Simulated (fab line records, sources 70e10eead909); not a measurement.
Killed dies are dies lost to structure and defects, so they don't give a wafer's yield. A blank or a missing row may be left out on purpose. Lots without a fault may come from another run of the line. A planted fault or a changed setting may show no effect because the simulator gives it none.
Tool commonality check | flow nand_harc | 3 lots, 9 wafers sampled

WHY IT WAS OPENED
At NHARC_END_SORT_01 the reading killed_at_array is flagged on 3 of 3 lots. Wafers without a fault read 62, standard deviation 16.
Rule: a lot is flagged when every wafer of it that has a number lies more than 4 standard deviations from that mean, or none has a number. The other lots count as sound.

lot  | measured     | on        | killed_at_array, wafer by wafer | flag
L809 | day 27 07:16 | prober-02 | 213 197 164                     | FLAGGED
L810 | day 28 01:11 | prober-01 | 154 187 135                     | FLAGGED
L812 | day 28 02:01 | prober-02 | 156 216 231                     | FLAGGED
The numbers of the flagged lots are 184 on average: +122 against the usual, or +8 standard deviations.

WHICH TOOL RAN EACH LOT
The record holds 4 process steps before the reading, out of a route of 1302 steps. In each cell: the tool, then ch and the chambers that the sampled wafers went through, then the start.
lot  | flag    | NHARC_A_CONTACT_DEP_57        | NHARC_HYBRID_BOND_ACTIVATE_00      | NHARC_THIN_TSV_ETCH_15         | NHARC_THIN_TSV_ETCHBACK_48
L809 | FLAGGED | acl_dep-02 ch 0, day 24 18:19 | rie_diel-06 ch 2,3, day 26 04:56   | rie_si-03 ch 1,3, day 26 15:49 | rie_diel-09 ch 0,2,3, day 26 17:16
L810 | FLAGGED | acl_dep-02 ch 0, day 25 10:50 | rie_diel-06 ch 0,1,3, day 26 22:05 | rie_si-04 ch 0,1, day 27 12:09 | rie_diel-09 ch 0,1, day 27 13:33
L812 | FLAGGED | acl_dep-02 ch 0, day 25 14:44 | rie_diel-06 ch 0,2,3, day 26 23:48 | rie_si-03 ch 2,3, day 27 11:02 | rie_diel-07 ch 1,2, day 27 12:31
What these steps do:
- NHARC_A_CONTACT_DEP_57: deposits aC, target thk 5300 nm.
- NHARC_HYBRID_BOND_ACTIVATE_00: chemistry N2, time 60 s.
- NHARC_THIN_TSV_ETCH_15: target depth 3000 nm, bosch target overetch cycles 2, bosch etch step 2.8 s.
- NHARC_THIN_TSV_ETCHBACK_48: etches the open film in C4F8/Ar, target depth 1028.5 nm, time 405.17 s.
- NHARC_END_SORT_01

FLAGGED OVER TOTAL, TOOL BY TOOL (the gauges that took the reading come last)
step                          | tool        | lots run | flagged | share of the flagged lots | sound lots run after its first flagged lot
NHARC_A_CONTACT_DEP_57        | acl_dep-02  | 3        | 3       | all                       | 0
NHARC_HYBRID_BOND_ACTIVATE_00 | rie_diel-06 | 3        | 3       | all                       | 0
NHARC_THIN_TSV_ETCH_15        | rie_si-03   | 2        | 2       | some                      | 0
NHARC_THIN_TSV_ETCH_15        | rie_si-04   | 1        | 1       | some                      | 0
NHARC_THIN_TSV_ETCHBACK_48    | rie_diel-07 | 1        | 1       | some                      | 0
NHARC_THIN_TSV_ETCHBACK_48    | rie_diel-09 | 2        | 2       | some                      | 0
NHARC_END_SORT_01             | prober-01   | 1        | 1       | some                      | 0
NHARC_END_SORT_01             | prober-02   | 2        | 2       | some                      | 0

WHAT THE TABLE ALLOWS
2 rows of the table ran every flagged lot: acl_dep-02 at NHARC_A_CONTACT_DEP_57, rie_diel-06 at NHARC_HYBRID_BOND_ACTIVATE_00.
- acl_dep-02 at NHARC_A_CONTACT_DEP_57: 3 of its 3 lots flagged. It ran no sound lot before its first flagged lot in this sample, so the start can't be narrowed down.
- rie_diel-06 at NHARC_HYBRID_BOND_ACTIVATE_00: 3 of its 3 lots flagged. It ran no sound lot before its first flagged lot in this sample, so the start can't be narrowed down.
Counting lots can't tell these 2 tools apart, because each fits a fault that began at some hour. More lots, or a look at what each step does to the wafer, might.

WHAT THE SIMULATOR HAD PUT IN
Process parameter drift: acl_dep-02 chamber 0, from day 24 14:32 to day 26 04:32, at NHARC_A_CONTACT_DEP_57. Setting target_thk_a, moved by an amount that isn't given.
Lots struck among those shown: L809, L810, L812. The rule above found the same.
